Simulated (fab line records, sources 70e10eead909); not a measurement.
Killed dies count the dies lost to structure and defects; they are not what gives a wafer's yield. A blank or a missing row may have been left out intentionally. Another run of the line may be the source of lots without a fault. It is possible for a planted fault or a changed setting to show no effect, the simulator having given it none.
What tool caused it? | flow nand-harc | 72 wafers from 24 lots sampled at 6 of the route's 1159 steps

== WHAT EACH GAUGE READ, for each wafer ==
The record holds no reading of a measuring or inspecting step that can be judged against a usual standard deviation.

== EACH LOT AND THE TOOL THAT RAN IT (in order: tool; ch and the chambers of the sampled wafers; start) ==
lot  | NHARC_A_WL_FILL_CVD_03        | NHARC_A_WL_FILL_ETCHBACK_17       | NHARC_A_CONTACT_DEP_29          | NHARC_A_CONTACT_ETCH_50                       | NHARC_A_CONTACT_ETCH_113             | NHARC_A_CONTACT_ETCH_90
L077 | cvd-w-02 ch 0,1, day 17 19:13 | rie-metal-02 ch 0,1, day 18 09:18 | pecvd-02 ch 1,2, day 19 10:29   | rie-diel-06 ch 0,2, day 19 13:22 or earlier   | har-cap-etch-02 ch 0, day 19 13:22   | rie-diel-06 ch 2,3, day 19 14:52
L078 | cvd-w-01 ch 0,1, day 17 21:26 | rie-metal-01 ch 0, day 18 14:59   | pecvd-04 ch 0,1,2, day 19 12:24 | rie-diel-06 ch 1,2, day 19 14:52 or earlier   | har-cap-etch-01 ch 0,1, day 19 14:52 | rie-diel-06 ch 1,2,3, day 19 16:23
L074 | cvd-w-02 ch 0,1, day 18 03:24 | rie-metal-01 ch 0,1, day 18 22:07 | pecvd-04 ch 0,1,2, day 19 18:17 | rie-diel-05 ch 0,1,2, day 19 21:05 or earlier | har-cap-etch-02 ch 0,1, day 19 21:05 | rie-diel-04 ch 1,2, day 19 22:59
L076 | cvd-w-02 ch 0,1, day 18 06:15 | rie-metal-03 ch 0,1, day 18 19:49 | pecvd-02 ch 0,2, day 19 18:07   | rie-diel-04 ch 0,3, day 19 20:34 or earlier   | har-cap-etch-03 ch 0,1, day 19 20:34 | rie-diel-06 ch 0,1,3, day 19 22:05
L075 | cvd-w-01 ch 0,1, day 18 07:23 | rie-metal-02 ch 0,1, day 18 22:54 | pecvd-02 ch 0,2, day 20 00:07   | rie-diel-06 ch 2,3, day 20 02:25 or earlier   | har-cap-etch-01 ch 0,1, day 20 02:25 | rie-diel-05 ch 0,1, day 20 03:57
L080 | cvd-w-02 ch 0,1, day 18 10:25 | rie-metal-03 ch 0,1, day 19 01:29 | pecvd-03 ch 0,1,2, day 20 09:29 | rie-diel-05 ch 1,2, day 20 12:29 or earlier   | har-cap-etch-01 ch 0,1, day 20 12:29 | rie-diel-06 ch 1,2, day 20 13:59
L082 | cvd-w-02 ch 0,1, day 18 12:23 | rie-metal-02 ch 0,1, day 19 01:42 | pecvd-02 ch 0,2, day 20 08:19   | rie-diel-05 ch 1,2, day 20 10:00              | har-cap-etch-02 ch 0,1, day 20 11:03 | rie-diel-06 ch 1,3, day 20 12:58
L084 | cvd-w-02 ch 0, day 18 15:12   | rie-metal-01 ch 0,1, day 19 08:38 | pecvd-02 ch 0,2, day 20 19:56   | rie-diel-06 ch 1,2, day 20 22:19 or earlier   | har-cap-etch-03 ch 1, day 20 22:19   | rie-diel-04 ch 0,1, day 20 23:49
L079 | cvd-w-01 ch 0,1, day 18 15:58 | rie-metal-01 ch 0,1, day 19 06:08 | pecvd-04 ch 0,1,2, day 20 14:58 | rie-diel-06 ch 0,2,3, day 20 17:55 or earlier | har-cap-etch-01 ch 0,1, day 20 17:55 | rie-diel-04 ch 0,1,3, day 20 20:01
L081 | cvd-w-01 ch 0,1, day 18 17:24 | rie-metal-03 ch 0,1, day 19 06:06 | pecvd-03 ch 0,1, day 20 15:25   | rie-diel-06 ch 0,1,3, day 20 18:14 or earlier | har-cap-etch-02 ch 0,1, day 20 18:14 | rie-diel-06 ch 1,3, day 20 19:44
L083 | cvd-w-01 ch 1, day 18 20:14   | rie-metal-02 ch 0,1, day 19 10:21 | pecvd-02 ch 1,2, day 21 00:31   | rie-diel-04 ch 1,2,3, day 21 03:29 or earlier | har-cap-etch-03 ch 1, day 21 03:29   | rie-diel-04 ch 1,2,3, day 21 05:00
L085 | cvd-w-01 ch 0,1, day 19 04:08 | rie-metal-02 ch 0,1, day 19 20:28 | pecvd-04 ch 1,2, day 21 16:27   | rie-diel-04 ch 0,2,3, day 21 18:56 or earlier | har-cap-etch-03 ch 0,1, day 21 18:56 | rie-diel-06 ch 1,2,3, day 21 20:31
L087 | cvd-w-01 ch 0,1, day 19 06:59 | rie-metal-01 ch 0,1, day 19 20:25 | pecvd-02 ch 1,2, day 21 13:14   | rie-diel-04 ch 1,3, day 21 15:47 or earlier   | har-cap-etch-02 ch 0,1, day 21 15:47 | rie-diel-06 ch 0,2, day 21 17:19
L088 | cvd-w-02 ch 0,1, day 20 00:03 | rie-metal-01 ch 0,1, day 20 14:31 | pecvd-02 ch 1,2, day 22 04:58   | rie-diel-06 ch 1,2,3, day 22 07:18 or earlier | har-cap-etch-02 ch 0,1, day 22 07:18 | rie-diel-05 ch 0,1,2, day 22 08:49
L089 | cvd-w-01 ch 0,1, day 20 00:20 | rie-metal-02 ch 0,1, day 20 14:59 | pecvd-03 ch 0,2, day 22 07:50   | rie-diel-06 ch 0,1, day 22 10:10 or earlier   | har-cap-etch-01 ch 1, day 22 10:10   | rie-diel-04 ch 0,2, day 22 11:40
L093 | cvd-w-02 ch 0,1, day 20 08:44 | rie-metal-01 ch 0,1, day 20 22:43 | pecvd-04 ch 0,2, day 22 12:08   | rie-diel-04 ch 1,3, day 22 14:35 or earlier   | har-cap-etch-01 ch 0,1, day 22 14:35 | rie-diel-06 ch 0,1,3, day 22 16:08
L095 | cvd-w-01 ch 0,1, day 20 13:56 | rie-metal-02 ch 0,1, day 21 04:37 | pecvd-03 ch 0,1, day 22 19:22   | rie-diel-06 ch 0,1, day 22 22:01 or earlier   | har-cap-etch-03 ch 0,1, day 22 22:01 | rie-diel-05 ch 1,2, day 22 23:31
L092 | cvd-w-01 ch 0,1, day 20 16:19 | rie-metal-01 ch 0,1, day 21 04:39 | pecvd-04 ch 1,2, day 22 14:29   | rie-diel-04 ch 0,2, day 22 18:34 or earlier   | har-cap-etch-02 ch 0,1, day 22 18:34 | rie-diel-06 ch 0,3, day 22 20:05
L091 | cvd-w-02 ch 0,1, day 20 17:19 | rie-metal-03 ch 0,1, day 21 04:40 | pecvd-04 ch 0,1,2, day 22 16:53 | rie-diel-06 ch 1,2,3, day 22 19:24 or earlier | har-cap-etch-01 ch 0,1, day 22 19:24 | rie-diel-04 ch 0,1,3, day 22 21:09
L094 | cvd-w-01 ch 0,1, day 20 20:11 | rie-metal-03 ch 0,1, day 21 09:52 | pecvd-03 ch 0,1, day 22 23:38   | rie-diel-04 ch 1,2,3, day 23 02:11 or earlier | har-cap-etch-01 ch 1, day 23 02:11   | rie-diel-05 ch 0,1, day 23 03:46
L090 | cvd-w-02 ch 0,1, day 20 20:59 | rie-metal-01 ch 0,1, day 21 09:50 | pecvd-04 ch 0,1,2, day 23 00:03 | rie-diel-06 ch 1,2, day 23 02:33 or earlier   | har-cap-etch-02 ch 0,1, day 23 02:33 | rie-diel-06 ch 0,2,3, day 23 04:04
L086 | cvd-w-02 ch 0,1, day 21 00:16 | rie-metal-01 ch 0, day 21 16:13   | pecvd-04 ch 0,1, day 23 08:59   | rie-diel-04 ch 1,2,3, day 23 11:28 or earlier | har-cap-etch-03 ch 0,1, day 23 11:28 | rie-diel-04 ch 2,3, day 23 12:58
L097 | cvd-w-02 ch 0,1, day 21 14:07 | rie-metal-03 ch 0,1, day 22 05:02 | pecvd-04 ch 0,1,2, day 23 18:59 | rie-diel-05 ch 1,2, day 23 22:05 or earlier   | har-cap-etch-02 ch 0,1, day 23 22:05 | rie-diel-04 ch 0,3, day 23 23:36
L096 | cvd-w-02 ch 0,1, day 21 20:58 | rie-metal-03 ch 0,1, day 22 11:13 | pecvd-04 ch 0,1, day 24 03:08   | rie-diel-06 ch 0,1,3, day 24 05:35 or earlier | har-cap-etch-01 ch 0,1, day 24 05:35 | rie-diel-06 ch 0,1,3, day 24 07:06
- NHARC_A_WL_FILL_CVD_03: deposits W, target thk 40 nm, time 3302 s.
- NHARC_A_WL_FILL_ETCHBACK_17: etches the open film in Cl2/BCl3, target depth 4 nm, time 26.7 s.
- NHARC_A_CONTACT_DEP_29: deposits SiON, target thk 70 nm.
- NHARC_A_CONTACT_ETCH_50: etches the open film in CF4/CHF3, target depth 84.7 nm, time 42.4 s.
- NHARC_A_CONTACT_ETCH_113: etches the open film in C4F8/O2/Ar, time 94 s, target depth 922 nm.
- NHARC_A_CONTACT_ETCH_90: etches the open film in CH3F/O2, target depth 40 nm, time 85.7 s.

== WHAT THE TOOLS THEMSELVES READ (means of the sampled wafers that have a number; where no wafer has one, the mark that the record gives instead) ==
NHARC_A_WL_FILL_CVD_03. Usual: heater-power-w 468 W, standard deviation 56; throttle-valve-pct 7.89 %, standard deviation 0.25.
lot  | tool     | heater-power-w (W) | throttle-valve-pct (%) | flag
L077 | cvd-w-02 | 484                | 7.62                   |
L078 | cvd-w-01 | 475                | 8.12                   |
L074 | cvd-w-02 | 488                | 7.69                   |
L076 | cvd-w-02 | 488                | 7.68                   |
L075 | cvd-w-01 | 431                | 8.01                   |
L080 | cvd-w-02 | 471                | 7.76                   |
L082 | cvd-w-02 | 488                | 7.77                   |
L084 | cvd-w-02 | 457                | 7.65                   |
L079 | cvd-w-01 | 469                | 8.04                   |
L081 | cvd-w-01 | 427                | 8.05                   |
L083 | cvd-w-01 | 378                | 8.25                   |
L085 | cvd-w-01 | 426                | 8.01                   |
L087 | cvd-w-01 | 481                | 8.03                   |
L088 | cvd-w-02 | 487                | 7.75                   |
L089 | cvd-w-01 | 427                | 8.18                   |
L093 | cvd-w-02 | 479                | 7.81                   |
L095 | cvd-w-01 | 477                | 8.05                   |
L092 | cvd-w-01 | 484                | 8.07                   |
L091 | cvd-w-02 | 493                | 7.72                   |
L094 | cvd-w-01 | 428                | 8.17                   |
L090 | cvd-w-02 | 479                | 7.76                   |
L086 | cvd-w-02 | 494                | 7.90                   |
L097 | cvd-w-02 | 475                | 7.58                   |
L096 | cvd-w-02 | 472                | 7.59                   |

NHARC_A_WL_FILL_ETCHBACK_17. Usual: drypump-motor-current-A 5.7 A, standard deviation 0.55; oes-product-au 1.007 a.u., standard deviation 0.0096.
lot  | tool         | drypump-motor-current-A (A) | oes-product-au (a.u.) | flag
L077 | rie-metal-02 | 5.6                         | 1.003                 |
L078 | rie-metal-01 | 4.7                         | 1.006                 |
L074 | rie-metal-01 | 5.2                         | 1.008                 |
L076 | rie-metal-03 | 6.0                         | 0.992                 |
L075 | rie-metal-02 | 5.6                         | 1.004                 |
L080 | rie-metal-03 | 6.0                         | 1.008                 |
L082 | rie-metal-02 | 5.6                         | 1.004                 |
L084 | rie-metal-01 | 5.2                         | 1.000                 |
L079 | rie-metal-01 | 5.2                         | 0.997                 |
L081 | rie-metal-03 | 6.0                         | 1.001                 |
L083 | rie-metal-02 | 5.6                         | 1.007                 |
L085 | rie-metal-02 | 5.6                         | 1.005                 |
L087 | rie-metal-01 | 5.8                         | 1.002                 |
L088 | rie-metal-01 | 5.7                         | 1.001                 |
L089 | rie-metal-02 | 5.6                         | 1.012                 |
L093 | rie-metal-01 | 5.8                         | 1.007                 |
L095 | rie-metal-02 | 5.6                         | 1.019                 |
L092 | rie-metal-01 | 5.2                         | 1.006                 |
L091 | rie-metal-03 | 6.0                         | 1.025                 |
L094 | rie-metal-03 | 6.0                         | 1.017                 |
L090 | rie-metal-01 | 5.2                         | 0.998                 |
L086 | rie-metal-01 | 4.7                         | 1.007                 |
L097 | rie-metal-03 | 6.0                         | 1.019                 |
L096 | rie-metal-03 | 6.0                         | 1.015                 |

NHARC_A_CONTACT_DEP_29. Usual: heater-power-w 715 W, standard deviation 77; showerhead-vpp-V 1143 V, standard deviation 45.
lot  | tool     | heater-power-w (W) | showerhead-vpp-V (V) | flag
L077 | pecvd-02 | 707                | 1149                 |
L078 | pecvd-04 | 674                | 1169                 |
L074 | pecvd-04 | 698                | 1168                 |
L076 | pecvd-02 | 817                | 1059                 |
L075 | pecvd-02 | 827                | 1083                 |
L080 | pecvd-03 | 728                | 1130                 |
L082 | pecvd-02 | 768                | 1096                 |
L084 | pecvd-02 | 734                | 1054                 |
L079 | pecvd-04 | 666                | 1164                 |
L081 | pecvd-03 | 770                | 1135                 |
L083 | pecvd-02 | 731                | 1130                 |
L085 | pecvd-04 | 629                | 1172                 |
L087 | pecvd-02 | 820                | 1133                 |
L088 | pecvd-02 | 746                | 1124                 |
L089 | pecvd-03 | 737                | 1145                 |
L093 | pecvd-04 | 663                | 1162                 |
L095 | pecvd-03 | 890                | 1124                 |
L092 | pecvd-04 | 676                | 1162                 |
L091 | pecvd-04 | 636                | 1166                 |
L094 | pecvd-03 | 819                | 1120                 |
L090 | pecvd-04 | 650                | 1165                 |
L086 | pecvd-04 | 655                | 1153                 |
L097 | pecvd-04 | 690                | 1173                 |
L096 | pecvd-04 | 668                | 1159                 |

NHARC_A_CONTACT_ETCH_50. Usual: drypump-motor-current-A 5.8 A, standard deviation 0.62; oes-product-au 0.952 a.u., standard deviation 0.02; rf-vpp-V 371.0 V, standard deviation 2.3; showerhead-plenum-p-Torr 1.59 Torr, standard deviation 0.064; throttle-valve-pct 16.803 %, standard deviation 0.0089.
lot  | tool        | drypump-motor-current-A (A) | oes-product-au (a.u.) | rf-vpp-V (V) | showerhead-plenum-p-Torr (Torr) | throttle-valve-pct (%) | flag
L077 | rie-diel-06 | 6.2                         | 0.940                 | 369.5        | 1.56                            | 16.810                 |
L078 | rie-diel-06 | 5.2                         | 0.989                 | 369.0        | 1.54                            | 16.802                 |
L074 | rie-diel-05 | 5.9                         | 0.922                 | 370.3        | 1.57                            | 16.794                 |
L076 | rie-diel-04 | 6.0                         | 0.925                 | 370.8        | 1.56                            | 16.802                 |
L075 | rie-diel-06 | 5.5                         | 0.970                 | 369.8        | 1.53                            | 16.811                 |
L080 | rie-diel-05 | 6.3                         | 0.922                 | 371.0        | 1.59                            | 16.799                 |
L082 | rie-diel-05 | 6.2                         | 0.924                 | 370.2        | 1.56                            | 16.809                 |
L084 | rie-diel-06 | 5.1                         | 0.924                 | 372.1        | 1.61                            | 16.811                 |
L079 | rie-diel-06 | 6.0                         | 0.941                 | 370.3        | 1.57                            | 16.806                 |
L081 | rie-diel-06 | 5.9                         | 0.967                 | 372.7        | 1.64                            | 16.802                 |
L083 | rie-diel-04 | 5.6                         | 0.963                 | 371.4        | 1.61                            | 16.802                 |
L085 | rie-diel-04 | 6.0                         | 0.948                 | 369.9        | 1.58                            | 16.805                 |
L087 | rie-diel-04 | 5.3                         | 0.966                 | 372.4        | 1.61                            | 16.809                 |
L088 | rie-diel-06 | 5.4                         | 0.964                 | 371.2        | 1.60                            | 16.796                 |
L089 | rie-diel-06 | 6.1                         | 0.977                 | 372.8        | 1.62                            | 16.802                 |
L093 | rie-diel-04 | 5.3                         | 0.968                 | 372.0        | 1.61                            | 16.801                 |
L095 | rie-diel-06 | 5.6                         | 0.952                 | 372.4        | 1.65                            | 16.807                 |
L092 | rie-diel-04 | 6.4                         | 0.969                 | 370.3        | 1.55                            | 16.802                 |
L091 | rie-diel-06 | 5.4                         | 0.951                 | 370.9        | 1.60                            | 16.807                 |
L094 | rie-diel-04 | 5.6                         | 0.950                 | 371.1        | 1.60                            | 16.794                 |
L090 | rie-diel-06 | 5.1                         | 0.965                 | 371.6        | 1.60                            | 16.808                 |
L086 | rie-diel-04 | 5.6                         | 0.959                 | 371.5        | 1.60                            | 16.804                 |
L097 | rie-diel-05 | 6.2                         | 0.930                 | 369.5        | 1.55                            | 16.794                 |
L096 | rie-diel-06 | 5.9                         | 0.965                 | 372.9        | 1.63                            | 16.793                 |

NHARC_A_CONTACT_ETCH_90. Usual: drypump-motor-current-A 5.8 A, standard deviation 0.6; oes-product-au 0.96 a.u., standard deviation 0.036; rf-vpp-V 244.6 V, standard deviation 1.6; showerhead-plenum-p-Torr 2.47 Torr, standard deviation 0.1; throttle-valve-pct 20.664 %, standard deviation 0.0081.
lot  | tool        | drypump-motor-current-A (A) | oes-product-au (a.u.) | rf-vpp-V (V) | showerhead-plenum-p-Torr (Torr) | throttle-valve-pct (%) | flag
L077 | rie-diel-06 | 5.7                         | 0.92                  | 244.6        | 2.49                            | 20.665                 |
L078 | rie-diel-06 | 5.4                         | 0.93                  | 244.4        | 2.50                            | 20.658                 |
L074 | rie-diel-04 | 5.7                         | 0.92                  | 244.7        | 2.48                            | 20.664                 |
L076 | rie-diel-06 | 5.9                         | 0.98                  | 246.5        | 2.56                            | 20.664                 |
L075 | rie-diel-05 | 5.8                         | 0.99                  | 243.6        | 2.41                            | 20.670                 |
L080 | rie-diel-06 | 5.1                         | 1.00                  | 244.8        | 2.51                            | 20.659                 |
L082 | rie-diel-06 | 5.6                         | 0.92                  | 245.8        | 2.58                            | 20.660                 |
L084 | rie-diel-04 | 6.1                         | 1.00                  | 243.2        | 2.38                            | 20.658                 |
L079 | rie-diel-04 | 5.6                         | 1.00                  | 245.1        | 2.47                            | 20.663                 |
L081 | rie-diel-06 | 5.3                         | 0.91                  | 246.0        | 2.59                            | 20.663                 |
L083 | rie-diel-04 | 5.6                         | 0.92                  | 245.5        | 2.51                            | 20.666                 |
L085 | rie-diel-06 | 5.4                         | 1.00                  | 244.3        | 2.49                            | 20.662                 |
L087 | rie-diel-06 | 5.8                         | 1.00                  | 243.5        | 2.37                            | 20.673                 |
L088 | rie-diel-05 | 5.9                         | 0.93                  | 244.7        | 2.45                            | 20.661                 |
L089 | rie-diel-04 | 6.4                         | 0.99                  | 244.4        | 2.42                            | 20.659                 |
L093 | rie-diel-06 | 5.9                         | 0.98                  | 245.6        | 2.56                            | 20.679                 |
L095 | rie-diel-05 | 6.2                         | 0.99                  | 243.9        | 2.43                            | 20.659                 |
L092 | rie-diel-06 | 6.4                         | 0.99                  | 245.4        | 2.52                            | 20.666                 |
L091 | rie-diel-04 | 5.6                         | 1.00                  | 245.0        | 2.47                            | 20.668                 |
L094 | rie-diel-05 | 5.8                         | 0.98                  | 243.9        | 2.40                            | 20.665                 |
L090 | rie-diel-06 | 6.0                         | 0.93                  | 244.0        | 2.46                            | 20.667                 |
L086 | rie-diel-04 | 6.0                         | 0.93                  | 244.1        | 2.50                            | 20.659                 |
L097 | rie-diel-04 | 5.5                         | 1.00                  | 245.4        | 2.51                            | 20.658                 |
L096 | rie-diel-06 | 5.9                         | 0.91                  | 245.3        | 2.55                            | 20.660                 |

== THE ANSWER, worked out from the rows above alone ==
Rule: lot off if the mean of its wafers having a number is beyond 3 standard deviations from the usual mean. Also off: a lot with no number at a reading for which 4 or more lots have one. All remaining lots with rows at the step are treated as sound. First the gauges in route order, then the tools' own readings, where a lot's mean is used as printed above. At the first step where some lot is off, the reading lying furthest off is the one used; lots without a number count as furthest.
No lot is off on any of the readings shown, so nothing can be concluded from this.

== WHAT THE SIMULATOR HAD PUT IN ==
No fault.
